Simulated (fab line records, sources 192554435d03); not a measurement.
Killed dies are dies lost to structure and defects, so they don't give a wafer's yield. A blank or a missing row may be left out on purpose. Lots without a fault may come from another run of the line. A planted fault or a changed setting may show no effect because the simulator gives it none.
Chamber matching | flow n5_finfet | N5_BEOL_M13_ETCH_68 on rie_diel-04: 4 sister chambers
The step etches SOC in N2/H2, time 355 s. 4 wafers are shown with their chamber, then 6 later ones without.

WAFERS WITH THEIR CHAMBER
wafer  | chamber | showerhead_plenum_p_Torr (Torr)
L702.5 | 1       | 2.49
L702.6 | 3       | 2.46
L700.3 | 2       | 2.72
L700.4 | 0       | 2.52

WAFERS WITHOUT THEIR CHAMBER
wafer  | showerhead_plenum_p_Torr (Torr)
L700.6 | 2.46
L701.2 | 2.72
L701.5 | 2.52
L701.6 | 2.46
L703.2 | 2.49
L703.5 | 2.45

WHICH CHAMBER EACH WENT THROUGH
wafer  | from the rows above | in truth
L700.6 | 3                   | 3
L701.2 | 2                   | 2
L701.5 | 0                   | 0
L701.6 | 3                   | 3
L703.2 | 1                   | 1
L703.5 | 3                   | 3
Placed correctly: 6 of 6. Can't be placed from these rows: 0. Placed wrongly: 0.
How it was worked out, from the rows above alone: a wafer's distance from a chamber is the root of the sum, over the readings, of the square of ((its reading less the chamber's mean) divided by the reading's scatter). The wafer belongs to the nearest chamber; if the next one is less than 2 further off, it can't be placed. A chamber's mean is the mean of its shown wafers. The scatter: with one shown wafer a chamber, the root of the mean of the squares of how far each hidden wafer lies from its nearest shown one.
